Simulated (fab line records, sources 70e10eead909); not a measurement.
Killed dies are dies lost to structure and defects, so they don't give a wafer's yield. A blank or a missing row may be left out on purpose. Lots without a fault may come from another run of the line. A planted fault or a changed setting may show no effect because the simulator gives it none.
Chamber matching | flow nand_harc | NHARC_A_STAIRCASE_CMP_152 on cmp-01: 4 sister chambers
The step polishes. 8 wafers are shown with their chamber, then 10 later ones without.

WAFERS WITH THEIR CHAMBER
wafer  | chamber | motor_current_A (A) | retaining_ring_pressure_frac
L078.2 | 2       | 11.2                | 1.000
L082.6 | 3       | 10.8                | 0.999
L084.3 | 3       | 11.0                | 0.982
L084.6 | 0       | 12.4                | 0.999
L085.3 | 2       | 11.8                | 0.995
L085.5 | 1       | 12.0                | 0.992
L090.1 | 0       | 12.6                | 0.990
L090.3 | 1       | 12.1                | 0.995

WAFERS WITHOUT THEIR CHAMBER
wafer  | motor_current_A (A) | retaining_ring_pressure_frac
L090.4 | 11.3                | 1.001
L091.1 | 11.8                | 1.007
L091.2 | 12.2                | 0.988
L091.3 | 12.3                | 0.999
L096.1 | 11.6                | 1.004
L096.3 | 11.5                | 0.997
L096.4 | 12.5                | 0.994
L097.1 | 12.3                | 0.998
L097.4 | 11.7                | 0.999
L097.5 | 11.6                | 0.994

WHICH CHAMBER EACH WENT THROUGH
wafer  | from the rows above          | in truth
L090.4 | can't be placed: 2 or 3      | 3
L091.1 | can't be placed: 2 or 1 or 0 | 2
L091.2 | can't be placed: 1 or 0      | 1
L091.3 | can't be placed: 0 or 1      | 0
L096.1 | can't be placed: 2 or 1      | 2
L096.3 | 2                            | 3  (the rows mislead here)
L096.4 | can't be placed: 0 or 1      | 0
L097.1 | can't be placed: 0 or 1      | 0
L097.4 | can't be placed: 2 or 1      | 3
L097.5 | can't be placed: 2 or 1      | 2
Placed correctly: 0 of 10. Can't be placed from these rows: 9 (the true chamber is among the candidates in 8). Placed wrongly: 1.
How it was worked out, from the rows above alone: a wafer's distance from a chamber is the root of the sum, over the readings, of the square of ((its reading less the chamber's mean) divided by the reading's scatter). The wafer belongs to the nearest chamber; if the next one is less than 2 further off, it can't be placed. A chamber's mean is the mean of its shown wafers. The scatter: the root of (the sum of the squares of (reading less its chamber's mean) over the shown wafers, divided by (wafers less chambers)).
